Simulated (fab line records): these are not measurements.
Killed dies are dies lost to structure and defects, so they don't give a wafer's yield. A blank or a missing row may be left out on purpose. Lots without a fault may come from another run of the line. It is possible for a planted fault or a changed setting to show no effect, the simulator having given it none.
fab line records    flow n5_finfet
record lots=10  wafers=27  last_day=16
route steps=1938 shown SD_EPI_P@311 BEOL_M4@1097 BEOL_M5@1113 PASSIVATION@1936
lots that met no fault: taken from a fault-free run of the same line
start_h: hours from the record's first day to the start of the lot's first wafer shown    wait_h: hours elapsed since this lot's preceding step    " repeats the value in the row above    L1.1+2: one row covering several wafers at once    - either no value or no given start    * or withheld: withheld    < > ~ a bound
route shown NAME@n: names a module that has steps shown in the file, with the first one's number in the route    usual: mean/standard deviation taken from wafers without a fault    same: alike in all rows    chamber/n: place in a boat    sites: the reading at each site    _std_site: their standard deviation    _edge_site: inner sites' mean taken away from outer sites' mean    radius_mm: how far each site lies from the wafer's centre    mask NAME#n: copy n    behind: the last tool/chamber to shape the wafer    hold: reason for holding the lot/hours on hold/outcome of the hold    device: whichever transistor did not switch (one of n, p or np)    end of line: at the end of the route, the tests of the same wafers    a step without rows: its recipe alone    killed: dies that structure and defects cost at the first sort, which is not the same as the wafer's yield    map: shows each die of a wafer: x if killed, . if not, _ if none is there
set.NAME: the setting the step ran with; set.NAME@STEP: the setting that earlier step ran with    model.NAME: the simulator's own value behind a step, which no gauge read
route steps across a sampled set of lots; one table per step, one row per wafer
services: a tool's chamber out of use, with start hour (start_h, from the record's first day; less than 0 if before it), hours out, and reason
## steps
# step N5_SD_EPI_P_ETCH_47
# recipe chemistry=CH3F/O2  target=SiOCN  target_depth_a=250  mask_material=SOC  ion_energy_ev=60  bias_w=29  pressure_mtorr=30  source_w=410  Ar_flow_sccm=150  CH3F_flow_sccm=30  O2_flow_sccm=20
# usual drypump_motor_current_A=5.9/0.5  oes_product_au=0.79/0.086  rf_fwd_power_W=407.9/1.4  rf_vpp_V=126.3/2.4  showerhead_plenum_p_Torr=1.99/0.066  throttle_valve_pct=16.26/0.19
lot.wafer  tool         chamber  start_h  wait_h  drypump_motor_current_A  oes_product_au  rf_fwd_power_W  rf_hours_counter_h  rf_vpp_V  showerhead_plenum_p_Torr  throttle_valve_pct
L808.2     rie_diel-05  0        55.12    0.1     5.5                      0.73            405.2           173                 126.1     2.07                      16.20
L808.3     "            1        "        "       5.6                      0.81            408.7           102                 124.7     1.94                      16.15
L808.6     "            0        "        "       5.4                      0.73            405.7           -                   126.0     2.07                      16.21
L809.2     rie_diel-05  0        61.33    0.1     5.5                      0.73            406.4           176                 126.4     2.07                      16.20
L809.5     "            1        "        "       5.6                      0.80            408.7           -                   123.8     1.94                      16.14
L809.6     "            0        "        "       5.5                      0.73            406.3           -                   126.9     2.07                      16.21
L814.1     rie_diel-05  3        90.57    0.1     6.3                      0.83            405.9           67                  127.6     1.93                      16.13
L814.3     "            0        "        "       5.4                      0.72            406.6           184                 126.7     2.07                      16.22
L814.4     "            2        "        "       6.5                      0.96            408.2           6                   124.3     1.97                      16.19
L815.1     rie_diel-05  3        101.48   0.1     6.3                      0.83            407.4           71                  127.9     1.93                      16.11
L815.3     "            0        "        "       5.4                      0.73            408.9           187                 126.6     2.06                      16.22
L815.5     "            2        "        "       6.5                      0.97            407.4           -                   124.6     1.97                      16.20
L818.3     rie_diel-05  3        115.19   0.1     6.3                      0.82            407.3           75                  128.9     1.93                      16.14
L818.4     "            2        "        "       6.5                      0.94            409.3           14                  125.5     1.97                      16.20
L818.5     "            3        "        "       6.3                      0.82            406.4           -                   127.3     1.93                      16.11
L819.1     rie_diel-05  0        119.43   0.1     5.4                      0.72            408.6           193                 126.3     2.06                      16.22
L819.4     "            1        "        "       5.6                      0.79            408.5           120                 124.2     1.93                      16.17
L819.5     "            2        "        "       6.5                      0.94            406.5           -                   124.7     1.97                      16.22
L821.3     rie_diel-05  3        133.41   0.1     6.3                      0.83            407.1           81                  126.3     1.93                      16.14
L821.4     "            2        "        "       6.4                      0.93            410.8           19                  125.3     1.97                      16.19
L821.6     "            1        "        "       5.6                      0.79            407.5           -                   123.3     1.93                      16.18
L823.1     rie_diel-05  2        150.83   0.1     6.5                      0.91            408.2           24                  125.6     1.97                      16.23
L823.4     "            3        "        "       6.3                      0.81            407.1           -                   128.4     1.93                      16.14
L825.1     rie_diel-05  1        159.84   0.1     5.6                      0.77            409.3           132                 124.1     1.93                      16.19
L825.4     "            1        "        "       5.6                      0.76            409.3           -                   124.0     1.93                      16.19
L827.5     rie_diel-05  0        168.65   0.1     5.4                      0.72            407.6           -                   125.8     2.06                      16.27
L827.6     "            3        "        "       6.4                      0.80            406.3           -                   129.0     1.92                      16.16
# step N5_BEOL_M4_ANNEAL_93
# recipe temp_c=400  time_s=240  ambient=vacuum
# usual heater_power_w=834/66
lot.wafer  tool            chamber  start_h  wait_h  heater_power_w
L808.2     pvd_sputter-01  -        163.78   0.0     897
L808.3     "               -        "        "       737
L808.6     "               -        "        "       873
L809.2     pvd_sputter-03  -        171.84   0.0     808
L809.5     "               -        "        "       881
L809.6     "               -        "        "       809
L814.1     pvd_sputter-02  -        201.85   0.0     819
L814.3     "               -        "        "       787
L814.4     "               -        "        "       920
L815.1     pvd_sputter-02  -        207.28   0.0     783
L815.3     "               -        "        "       857
L815.5     "               -        "        "       908
L818.3     pvd_sputter-01  -        225.40   0.0     894
L818.4     "               -        "        "       725
L818.5     "               -        "        "       787
L819.1     pvd_sputter-01  -        234.64   0.0     780
L819.4     "               -        "        "       963
L819.5     "               -        "        "       779
L821.3     pvd_sputter-01  -        241.44   0.0     772
L821.4     "               -        "        "       745
L821.6     "               -        "        "       766
L823.1     pvd_sputter-01  -        252.57   0.0     896
L823.4     "               -        "        "       744
L825.1     pvd_sputter-02  -        272.62   0.0     835
L825.4     "               -        "        "       932
L827.5     pvd_sputter-02  -        288.08   0.1     822
L827.6     "               -        "        "       771
# step N5_BEOL_M4_SPUTTER_96
# recipe material=Cu  target_thk_a=45  temp_c=-20  chamber_pressure_pa=0.07  power_w=withheld  time_s=8.29
# usual chuck_sensor_temp_C=-15.8/0.39  throttle_valve_pct=29.8/0.94
lot.wafer  tool            chamber  start_h  wait_h  chuck_sensor_temp_C  throttle_valve_pct
L808.2     pvd_sputter-01  -        164.14   0.1     -15.7                30.4
L808.3     "               -        "        "       -15.5                29.6
L808.6     "               -        "        "       -15.9                30.1
L809.2     pvd_sputter-03  -        172.20   0.1     -15.2                28.6
L809.5     "               -        "        "       -15.6                29.8
L809.6     "               -        "        "       -15.2                28.5
L814.1     pvd_sputter-02  -        202.21   0.1     -15.4                28.8
L814.3     "               -        "        "       -15.6                29.4
L814.4     "               -        "        "       -15.2                29.5
L815.1     pvd_sputter-02  -        207.64   0.1     -15.6                29.4
L815.3     "               -        "        "       -16.3                29.2
L815.5     "               -        "        "       -15.4                29.7
L818.3     pvd_sputter-01  -        225.76   0.1     -15.7                30.2
L818.4     "               -        "        "       -15.6                29.5
L818.5     "               -        "        "       -16.1                31.7
L819.1     pvd_sputter-01  -        235.00   0.1     -15.9                31.2
L819.4     "               -        "        "       -16.2                30.1
L819.5     "               -        "        "       -15.8                31.1
L821.3     pvd_sputter-01  -        241.80   0.1     -15.9                31.4
L821.4     "               -        "        "       -15.5                29.4
L821.6     "               -        "        "       -15.8                31.3
L823.1     pvd_sputter-01  -        252.93   0.1     -15.9                30.3
L823.4     "               -        "        "       -15.6                29.7
L825.1     pvd_sputter-02  -        273.02   0.1     -16.4                29.1
L825.4     "               -        "        "       -15.3                29.4
L827.5     pvd_sputter-02  -        288.41   0.0     -15.6                28.5
L827.6     "               -        "        "       -15.7                29.5
# step N5_BEOL_M4_RC_MEAS_101
# usual DIBL_N=36.0/1.7  DIBL_P=36.0/2  IOFF_N=0.156/0.028  IOFF_P=0.21/0.04  ION_N=673/12  ION_P=463/8.3  RC_DENSE_P=23.8/0.59  RC_P=19.4/0.46  REXT_P=100.4/2  SS_N=71.4/0.6  SS_P=73.3/0.66  VT_N=250/3  VT_P=-250/3.8  VT_P_LVT=-99/3.2
lot.wafer  tool       chamber  start_h  wait_h  DIBL_N[mV/V]  DIBL_P[mV/V]  IOFF_N[nA/um]  IOFF_P[nA/um]  ION_N[uA/um]  ION_P[uA/um]  RC_DENSE_P[ohm.um]  RC_P[ohm.um]  REXT_P[ohm.um]  SS_N[mV/dec]  SS_P[mV/dec]  VT_N[mV]  VT_P[mV]  VT_P_LVT[mV]
L808.2     prober-01  0        165.53   0.2     35.2          35.4          0.146          0.20           668           470           24.1                19.6          100.3           71.2          73.2          252       -250      -96
L808.3     "          0        "        "       33.2          33.1          0.118          0.16           661           461           23.7                19.3          101.7           70.4          73.0          254       -253      -99
L808.6     "          0        "        "       33.7          34.3          0.132          0.19           667           458           24.1                19.6          101.0           71.0          72.7          252       -250      -97
L809.2     prober-01  0        173.52   0.2     33.3          32.2          0.102          0.17           653           460           23.3                19.0          101.4           70.6          72.2          256       -253      -102
L809.5     "          0        "        "       35.7          35.4          0.135          0.20           654           456           23.8                19.2          102.7           72.1          73.7          254       -251      -100
L809.6     "          0        "        "       35.2          34.4          0.136          0.20           666           459           23.1                18.9          103.1           71.4          72.7          254       -249      -101
L814.1     prober-02  0        203.34   0.0     39.3          39.6          0.205          0.27           676           471           23.8                19.5          101.2           72.0          75.0          248       -247      -96
L814.3     "          0        "        "       36.9          36.2          0.154          0.21           662           456           23.8                19.6          103.3           71.2          74.1          254       -253      -99
L814.4     "          0        "        "       38.1          36.6          0.160          0.21           662           455           23.5                19.3          100.5           71.5          74.0          254       -254      -99
L815.1     prober-01  0        209.48   0.1     36.7          35.6          0.160          0.20           682           462           23.1                18.6          98.4            72.3          72.7          249       -252      -101
L815.3     "          0        "        "       38.2          37.2          0.192          0.23           669           458           23.5                19.0          98.5            71.8          73.3          245       -249      -98
L815.5     "          0        "        "       37.4          36.1          0.167          0.21           680           463           23.7                19.1          99.3            71.4          73.8          247       -249      -100
L818.3     prober-02  0        227.16   0.3     32.3          32.4          0.112          0.19           658           462           24.8                20.0          101.8           70.2          72.7          254       -249      -101
L818.4     "          0        "        "       34.6          35.4          0.156          0.23           682           467           24.1                19.6          101.3           71.0          73.5          250       -247      -97
L818.5     "          0        "        "       34.7          35.3          0.142          0.22           660           459           25.2                20.5          103.5           71.6          73.2          252       -247      -98
L819.1     prober-01  0        236.13   0.0     39.2          38.8          0.220          0.28           699           477           23.9                19.4          98.1            72.1          74.7          243       -247      -92
L819.4     "          0        "        "       32.8          30.8          0.107          0.16           658           465           24.0                19.3          97.8            70.5          72.3          254       -252      -97
L819.5     "          0        "        "       35.6          34.7          0.146          0.21           670           463           23.7                19.3          97.5            71.4          73.2          252       -252      -95
L821.3     prober-01  0        243.23   0.3     36.4          37.6          0.171          0.28           694           480           23.1                18.6          98.2            71.3          73.8          248       -240      -93
L821.4     "          0        "        "       34.0          35.2          0.133          0.25           680           485           23.1                18.7          97.1            70.9          73.3          249       -243      -94
L821.6     "          0        "        "       35.7          37.5          0.155          0.28           688           480           22.8                18.6          96.9            71.4          74.7          248       -244      -92
L823.1     prober-02  0        254.02   0.0     38.0          37.3          0.202          0.15           691           433           30.1                24.3          130.7           72.0          74.0          245       -261      -108
L823.4     "          0        "        "       33.9          34.5          0.133          0.16           667           457           23.4                19.1          102.5           70.4          73.4          251       -256      -104
L825.1     prober-02  0        274.15   0.0     38.8          36.7          0.179          0.16           675           432           31.4                25.5          128.2           71.9          73.3          249       -259      -108
L825.4     "          0        "        "       37.9          36.2          0.163          0.22           672           460           24.4                19.6          98.5            71.2          72.9          251       -249      -98
L827.5     prober-02  0        290.08   0.6     35.9          34.1          0.145          0.14           662           426           28.8                23.7          125.0           71.1          72.7          250       -261      -111
L827.6     "          0        "        "       34.5          33.9          0.125          0.18           662           463           23.9                19.6          97.5            71.1          72.5          252       -252      -101
# step N5_BEOL_M5_CURE_79
# recipe temp_c=385  time_s=240  ambient=He/Ar  material=SiCOH_lowk
# usual lamp_power_pct=52.30/0.059  wafer_temp_C_max=386.8/0.52
lot.wafer  tool        chamber  start_h  wait_h  lamp_power_pct  wafer_temp_C_max
L808.2     uv_cure-02  2        166.55   0.2     52.23           386.9
L808.3     "           2        "        "       52.27           387.0
L808.6     "           2        "        "       52.45           386.8
L809.2     uv_cure-03  1        174.48   0.1     52.34           387.4
L809.5     "           1        "        "       52.31           386.8
L809.6     "           1        "        "       52.36           386.6
L814.1     uv_cure-01  0        204.37   0.0     52.19           386.3
L814.3     "           0        "        "       52.37           386.5
L814.4     "           0        "        "       52.26           386.6
L815.1     uv_cure-02  2        210.51   0.0     52.22           386.7
L815.3     "           2        "        "       52.26           386.6
L815.5     "           2        "        "       52.30           386.6
L818.3     uv_cure-02  2        228.04   0.2     52.32           387.0
L818.4     "           2        "        "       52.28           387.0
L818.5     "           2        "        "       52.31           386.7
L819.1     uv_cure-03  1        237.15   0.0     52.31           386.9
L819.4     "           1        "        "       52.28           386.8
L819.5     "           1        "        "       52.29           386.8
L821.3     uv_cure-01  1        244.10   0.2     52.41           386.4
L821.4     "           1        "        "       52.33           386.8
L821.6     "           1        "        "       52.29           386.4
L823.1     uv_cure-01  1        255.05   0.0     52.19           387.1
L823.4     "           1        "        "       52.26           386.8
L825.1     uv_cure-03  0        275.17   0.0     52.31           386.5
L825.4     "           0        "        "       52.30           386.4
L827.5     uv_cure-03  2        290.81   0.3     52.34           386.1
L827.6     "           2        "        "       52.25           386.1
# step N5_PASSIVATION_PROBE_49
# usual defect_limited_yield=91.6/1.6  killed_at_M0_to_M3=31/10  killed_at_M4_up=14/6.3  killed_at_contacts=12/6.1  killed_at_front_end=39/12  killed_at_other=3.7/2.8  killed_dies=100/19  killed_on_rim=13/4.2  killed_open=66/14  killed_short=33/8.1  sort_bin_5_function=5.0/1.1  sort_bin_6_memory=3.2/0.66  sort_bin_8_speed=0.01/0.077  sort_n_pass=1080/18  sort_yield_pct=91.6/1.6
# same gross_dies=1180  killed_at_back_side=0  sort_bin_4_leakage[%]=0
lot.wafer  tool       chamber  start_h  wait_h  defect_limited_yield[%]  killed_at_M0_to_M3  killed_at_M4_up  killed_at_contacts  killed_at_front_end  killed_at_other  killed_dies  killed_on_rim  killed_open  killed_short  sort_bin_5_function[%]  sort_bin_6_memory[%]  sort_bin_8_speed[%]  sort_n_pass  sort_yield_pct[%]
L808.2     prober-01  -        270.60   0.1     88.9                     39                  26               12                  49                   5                131          18             94           37            6.9                     4.0                   0                    1049         88.9
L808.3     prober-01  -        270.65   0.1     89.7                     29                  41               11                  38                   2                121          14             91           29            6.9                     3.2                   0                    1059         89.7
L808.6     prober-01  -        270.80   0.3     90.3                     51                  24               10                  25                   4                114          15             78           35            5.3                     3.7                   0                    1066         90.3
L809.2     prober-01  -        286.84   0.1     91.9                     30                  19               11                  26                   9                95           9              64           30            5.2                     2.7                   0                    1085         91.9
L809.5     prober-01  -        286.99   0.2     90.2                     49                  15               17                  29                   6                116          10             85           30            6.0                     3.7                   0                    1064         90.2
L809.6     prober-01  -        287.04   0.3     90.8                     43                  19               11                  30                   5                108          9              69           37            5.3                     3.4                   0                    1072         90.8
L814.1     prober-02  -        304.53   0.0     91.4                     38                  17               2                   39                   6                102          12             71           30            5.0                     3.2                   0                    1078         91.4
L814.3     prober-02  -        304.63   0.1     93.2                     22                  7                3                   47                   1                80           8              53           27            4.1                     2.4                   0                    1100         93.2
L814.4     prober-02  -        304.68   0.2     91.2                     38                  10               20                  34                   2                104          16             65           38            5.3                     3.4                   0                    1076         91.2
L815.1     prober-02  -        314.49   0.0     89.1                     61                  21               9                   34                   4                129          20             84           45            6.8                     4.0                   0                    1051         89.1
L815.3     prober-02  -        314.59   0.1     86.3                     36                  14               15                  94                   3                162          15             102          57            7.6                     5.6                   0                    1018         86.3
L815.5     prober-02  -        314.69   0.2     92.0                     32                  12               8                   38                   4                94           17             65           20            4.9                     2.2                   0                    1086         92.0
L818.3     prober-01  -        331.12   0.1     89.7                     48                  12               8                   51                   3                122          8              83           36            6.7                     3.2                   0                    1058         89.7
L818.4     prober-01  -        331.17   0.2     91.7                     33                  12               11                  37                   5                98           9              50           44            5.5                     2.5                   0                    1082         91.7
L818.5     prober-01  -        331.22   0.2     91.1                     43                  20               13                  28                   1                105          6              58           45            5.7                     2.7                   0                    1075         91.1
L819.1     prober-01  -        339.24   0.0     92.1                     38                  11               6                   31                   7                93           8              68           24            4.2                     3.5                   0                    1087         92.1
L819.4     prober-01  -        339.39   0.2     93.1                     32                  15               4                   29                   2                82           13             59           23            4.5                     2.0                   0                    1098         93.1
L819.5     prober-01  -        339.44   0.2     93.9                     26                  9                4                   25                   8                72           13             44           25            3.1                     2.5                   0                    1108         93.9
L821.3     prober-02  -        347.85   0.1     93.7                     31                  5                4                   32                   2                74           7              43           31            3.6                     2.3                   0                    1106         93.7
L821.4     prober-02  -        347.90   0.2     93.1                     36                  12               2                   27                   5                82           12             53           25            4.0                     2.3                   0                    1098         93.1
L821.6     prober-02  -        348.00   0.3     89.6                     46                  15               16                  43                   3                123          11             82           39            6.4                     3.9                   0                    1057         89.6
L823.1     prober-02  -        366.44   0.0     91.8                     28                  14               6                   48                   1                97           7              63           34            5.0                     3.1                   8.22                 986          83.6
L823.4     prober-02  -        366.59   0.2     88.1                     40                  21               16                  60                   3                140          17             114          24            7.3                     4.5                   0                    1040         88.1
L825.1     prober-02  -        376.70   0.0     88.2                     46                  16               21                  52                   4                139          19             92           45            7.1                     4.0                   8.39                 942          79.8
L825.4     prober-02  -        376.85   0.2     88.3                     27                  22               11                  74                   4                138          25             88           46            7.3                     4.1                   0                    1042         88.3
L827.5     prober-01  -        393.40   0.2     93.1                     19                  13               8                   40                   1                81           6              54           22            3.9                     2.5                   47.46                539          45.7
L827.6     prober-01  -        393.45   0.3     89.2                     47                  10               16                  44                   10               127          15             80           46            6.9                     3.5                   0                    1053         89.2
# killed by level:class
L808.2 FIN_SAQP:geometric_particle:open=19 BEOL_M3:geometric_particle:open=13 BEOL_M4:geometric_particle:open=12 MOL_CONTACT_COAG:geometric_particle:open=10 BEOL_M1:geometric_particle:open=10 FIN_SAQP:geometric_particle:short=8 STI_FIN_REVEAL:geometric_particle:open=8 BEOL_M5:geometric_particle:open=7
L808.3 BEOL_M4:geometric_particle:open=23 FIN_SAQP:geometric_particle:open=10 MOL_CONTACT_COAG:geometric_particle:open=9 BEOL_M3:geometric_particle:open=9 STI_FIN_REVEAL:geometric_particle:open=8 BEOL_M4:geometric_particle:short=8 BEOL_M1:geometric_particle:open=6 BEOL_M0:geometric_particle:open=5
L808.6 BEOL_M3:geometric_particle:open=26 BEOL_M4:geometric_particle:open=15 FIN_SAQP:geometric_particle:short=10 MOL_CONTACT_COAG:geometric_particle:open=7 BEOL_M1:geometric_particle:open=7 BEOL_M0_SAQP:geometric_particle:short=6 FIN_SAQP:geometric_particle:open=5 BEOL_M4:geometric_particle:short=5
L809.2 BEOL_M0_SAQP:geometric_particle:open=12 MOL_CONTACT_COAG:geometric_particle:open=10 BEOL_M0_SAQP:geometric_particle:short=8 BEOL_M5:geometric_particle:open=7 BEOL_M2:geometric_particle:open=5 GATE_CUT:geometric_particle:short=4 STARTING-WAFER:geometric_particle:short=4 MIM_TOP:geometric_particle:open=4
L809.5 BEOL_M0_SAQP:geometric_particle:open=20 MOL_CONTACT_COAG:geometric_particle:open=15 BEOL_M0_SAQP:geometric_particle:short=10 FIN_SAQP:geometric_particle:short=7 BEOL_M1:geometric_particle:open=7 BEOL_M4:geometric_particle:open=6 FIN_SAQP:geometric_particle:open=5 BEOL_M2:geometric_particle:open=5
L809.6 BEOL_M0_SAQP:geometric_particle:open=12 BEOL_M0_SAQP:geometric_particle:short=11 BEOL_M3:geometric_particle:open=9 MOL_CONTACT_COAG:geometric_particle:open=8 FIN_SAQP:geometric_particle:open=5 BEOL_M1:geometric_particle:open=5 BEOL_M4:geometric_particle:open=5 DUMMY_GATE:geometric_particle:open=4
L814.1 FIN_SAQP:geometric_particle:open=13 BEOL_M1:geometric_particle:open=11 BEOL_M0_SAQP:geometric_particle:short=8 BEOL_M0_SAQP:geometric_particle:open=8 FIN_SAQP:geometric_particle:short=7 STI_FIN_REVEAL:geometric_particle:open=6 BEOL_M3:geometric_particle:open=5 BEOL_M5:geometric_particle:open=5
L814.3 FIN_SAQP:geometric_particle:open=19 FIN_SAQP:geometric_particle:short=8 BEOL_M0_SAQP:geometric_particle:open=8 DUMMY_GATE:geometric_particle:open=5 BEOL_M4:geometric_particle:open=5 GATE_CUT:geometric_particle:short=4 BEOL_M0_SAQP:geometric_particle:short=4 BEOL_M3:geometric_particle:open=3
L814.4 MOL_CONTACT_COAG:geometric_particle:open=16 BEOL_M1:geometric_particle:open=12 BEOL_M0_SAQP:geometric_particle:open=9 FIN_SAQP:geometric_particle:short=8 BEOL_M0_SAQP:geometric_particle:short=7 BEOL_M5:geometric_particle:open=5 FIN_SAQP:geometric_particle:open=4 STI_FIN_REVEAL:geometric_particle:open=4
L815.1 BEOL_M0_SAQP:geometric_particle:short=17 BEOL_M2:geometric_particle:open=16 BEOL_M0_SAQP:geometric_particle:open=12 BEOL_M3:geometric_particle:open=9 FIN_SAQP:geometric_particle:short=8 MOL_CONTACT_COAG:geometric_particle:open=8 DUMMY_GATE:geometric_particle:open=5 FIN_CUT:geometric_particle:open=4
L815.3 STI_FIN_REVEAL:geometric_particle:open=24 FIN_SAQP:geometric_particle:open=20 FIN_SAQP:geometric_particle:short=16 BEOL_M0_SAQP:geometric_particle:short=12 MOL_CONTACT_COAG:geometric_particle:open=10 BEOL_M4:geometric_particle:open=8 BEOL_M2:geometric_particle:open=8 BEOL_M3:geometric_particle:open=7
L815.5 BEOL_M0_SAQP:geometric_particle:open=14 FIN_SAQP:geometric_particle:open=9 STI_FIN_REVEAL:geometric_particle:open=7 HKMG_FIN:area_etch=7 BEOL_M3:geometric_particle:open=5 MOL_CONTACT_COAG:geometric_particle:open=5 BEOL_M2:geometric_particle:open=4 BEOL_M0_SAQP:geometric_particle:short=3
L818.3 BEOL_M0_SAQP:geometric_particle:open=15 FIN_SAQP:geometric_particle:short=13 BEOL_M3:geometric_particle:open=11 FIN_SAQP:geometric_particle:open=10 BEOL_M0_SAQP:geometric_particle:short=10 STI_FIN_REVEAL:geometric_particle:open=9 BEOL_M2:geometric_particle:open=8 MOL_CONTACT_COAG:geometric_particle:open=7
L818.4 FIN_SAQP:geometric_particle:short=12 BEOL_M0_SAQP:geometric_particle:short=12 FIN_SAQP:geometric_particle:open=8 MOL_CONTACT_COAG:geometric_particle:open=8 BEOL_M0_SAQP:geometric_particle:open=6 BEOL_M3:geometric_particle:open=4 STI_FIN_REVEAL:geometric_particle:open=3 DUMMY_GATE:geometric_particle:open=3
L818.5 BEOL_M0_SAQP:geometric_particle:short=17 MOL_CONTACT_COAG:geometric_particle:open=10 GATE_CUT:geometric_particle:short=8 BEOL_M0_SAQP:geometric_particle:open=7 BEOL_M3:geometric_particle:open=6 BEOL_M4:geometric_particle:open=6 STI_FIN_REVEAL:geometric_particle:open=5 BEOL_M1:geometric_particle:open=5
L819.1 BEOL_M2:geometric_particle:open=14 BEOL_M3:geometric_particle:open=12 FIN_SAQP:geometric_particle:open=10 GATE_CUT:geometric_particle:short=6 BEOL_M4:geometric_particle:open=6 DUMMY_GATE:geometric_particle:open=4 MOL_CONTACT_COAG:geometric_particle:open=4 BEOL_M1:geometric_particle:open=3
L819.4 BEOL_M2:geometric_particle:open=9 FIN_SAQP:geometric_particle:open=8 BEOL_M3:geometric_particle:open=6 FIN_SAQP:geometric_particle:short=5 BEOL_M0_SAQP:geometric_particle:open=5 GATE_CUT:geometric_particle:short=4 BEOL_M1:geometric_particle:open=4 BEOL_M4:geometric_particle:open=4
L819.5 BEOL_M2:geometric_particle:open=7 FIN_SAQP:geometric_particle:short=5 GATE_CUT:geometric_particle:short=5 BEOL_M4:geometric_particle:open=5 BEOL_M0_SAQP:geometric_particle:open=4 BEOL_M0:geometric_particle:open=4 BEOL_M3:geometric_particle:open=4 GATE_CUT:geometric_particle:open=3
L821.3 FIN_SAQP:geometric_particle:open=13 BEOL_M2:geometric_particle:open=10 BEOL_M0_SAQP:geometric_particle:short=7 BEOL_M0_SAQP:geometric_particle:open=5 BEOL_M3:geometric_particle:short=4 SDB:geometric_particle:short=3 FIN_SAQP:geometric_particle:short=3 GATE_CUT:geometric_particle:short=3
L821.4 BEOL_M1:geometric_particle:open=9 FIN_SAQP:geometric_particle:open=7 BEOL_M0_SAQP:geometric_particle:short=7 BEOL_M3:geometric_particle:open=7 GATE_CUT:geometric_particle:short=5 BEOL_M0_SAQP:geometric_particle:open=5 BEOL_M4:geometric_particle:open=5 STI_FIN_REVEAL:geometric_particle:open=4
L821.6 MOL_CONTACT_COAG:geometric_particle:open=14 FIN_SAQP:geometric_particle:open=10 BEOL_M0_SAQP:geometric_particle:short=10 BEOL_M0_SAQP:geometric_particle:open=9 BEOL_M1:geometric_particle:open=9 BEOL_M3:geometric_particle:open=8 STARTING-WAFER:geometric_particle:open=6 BEOL_M4:geometric_particle:open=5
L823.1 BEOL_M0_SAQP:geometric_particle:open=10 STI_FIN_REVEAL:geometric_particle:open=7 BEOL_M2:geometric_particle:open=7 FIN_SAQP:geometric_particle:open=5 FIN_SAQP:geometric_particle:short=5 DUMMY_GATE:geometric_particle:open=5 GATE_CUT:geometric_particle:short=5 MOL_CONTACT_COAG:geometric_particle:open=5
L823.4 FIN_SAQP:geometric_particle:open=17 MOL_CONTACT_COAG:geometric_particle:open=14 BEOL_M3:geometric_particle:open=11 BEOL_M4:geometric_particle:open=11 STI_FIN_REVEAL:geometric_particle:open=10 GATE_CUT:geometric_particle:open=9 BEOL_M0:geometric_particle:open=7 BEOL_M1:geometric_particle:open=6
L825.1 FIN_SAQP:geometric_particle:open=19 MOL_CONTACT_COAG:geometric_particle:open=16 FIN_SAQP:geometric_particle:short=14 BEOL_M2:geometric_particle:open=13 BEOL_M0_SAQP:geometric_particle:short=11 BEOL_M0_SAQP:geometric_particle:open=9 BEOL_M4:geometric_particle:open=8 BEOL_M1:geometric_particle:open=7
L825.4 STI_FIN_REVEAL:geometric_particle:open=23 FIN_SAQP:geometric_particle:open=15 BEOL_M4:geometric_particle:open=12 FIN_SAQP:geometric_particle:short=11 MOL_CONTACT_COAG:geometric_particle:open=9 BEOL_M0_SAQP:geometric_particle:open=6 BEOL_M0_SAQP:geometric_particle:short=6 STI_FIN_REVEAL:geometric_particle:short=5
L827.5 STI_FIN_REVEAL:geometric_particle:open=16 MOL_CONTACT_COAG:geometric_particle:open=7 BEOL_M0_SAQP:geometric_particle:short=7 BEOL_M1:geometric_particle:open=5 FIN_SAQP:geometric_particle:open=4 DUMMY_GATE:geometric_particle:open=4 GATE_CUT:geometric_particle:open=4 BEOL_M3:geometric_particle:open=4
L827.6 STI_FIN_REVEAL:geometric_particle:open=20 BEOL_M0_SAQP:geometric_particle:short=15 BEOL_M1:geometric_particle:open=15 MOL_CONTACT_COAG:geometric_particle:open=11 BEOL_M0_SAQP:geometric_particle:open=10 FIN_SAQP:geometric_particle:open=6 STI_FIN_REVEAL:geometric_particle:short=5 PAD_METAL:geometric_particle:short=5
## services
tool            chamber  start_h  hours  kind
uv_cure-03      -        37.36    14.6   pm
pvd_sputter-03  -        45.84    3.4    repair
rie_diel-05     2        46.82    -      clean
rie_diel-05     2        46.82    -      consumable_replace:focus_ring
rie_diel-05     2        46.82    21.5   scheduled_down
rie_diel-05     2        46.82    21.5   vent_cycle
uv_cure-03      -        51.96    7.5    pm
uv_cure-02      -        53.62    7.5    pm
rie_diel-05     1        55.66    1.7    repair
pvd_sputter-02  -        65.09    2.0    repair
uv_cure-02      -        76.54    1.0    pm
rie_diel-05     -        77.98    2.8    pm
uv_cure-01      -        81.74    7.1    repair
pvd_sputter-03  -        85.16    2.7    repair
pvd_sputter-01  -        129.72   1.9    repair
uv_cure-01      -        139.04   12.0   repair
rie_diel-05     0        149.93   9.9    repair
uv_cure-01      -        155.57   6.9    repair
uv_cure-01      -        184.20   5.0    repair
uv_cure-03      -        217.02   2.8    pm
uv_cure-03      -        225.74   0.6    repair
uv_cure-03      -        230.33   0.5    repair
uv_cure-02      -        245.75   14.6   pm
uv_cure-02      -        260.35   7.5    pm
## key
first_sign step=N5_BEOL_M4_RC_MEAS_101  reading=REXT_P  direction=up  sigmas=14  usual=100.4  struck=128.0
effect step=N5_BEOL_M4_RC_MEAS_101  reading=RC_P  direction=up  sigmas=11  usual=19.4  struck=24.5
effect step=N5_BEOL_M4_RC_MEAS_101  reading=RC_DENSE_P  direction=up  sigmas=11  usual=23.8  struck=30.1
effect step=N5_BEOL_M4_RC_MEAS_101  reading=ION_P  direction=down  sigmas=3.9  usual=463  struck=430
effect step=N5_BEOL_M4_RC_MEAS_101  reading=VT_P_LVT  direction=down  sigmas=3.1  usual=-99  struck=-109
effect step=N5_BEOL_M4_RC_MEAS_101  reading=VT_P  direction=down  sigmas=2.6  usual=-250  struck=-260
effect step=N5_PASSIVATION_PROBE_49  reading=sort_bin_8_speed  direction=up  sigmas=99+  usual=0.01  struck=21.36
met_at N5_SD_EPI_P_ETCH_47
struck_lots L823,L825,L827
struck_wafers L823.1,L825.1,L827.5
not_acting_at N5_BEOL_M4_ANNEAL_93,N5_BEOL_M4_SPUTTER_96,N5_BEOL_M5_CURE_79
onset_between 133.41 150.83
fault kind=process_parameter_drift  tool=rie_diel-05  chamber=-  onset_h=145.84  steps=N5_SD_EPI_P_ETCH_47  channel=target_depth_a  offset=-150.99  shape=step  end_h=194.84  scope=struck_wafers_only  acts_in=these_recipes_only  stated=250
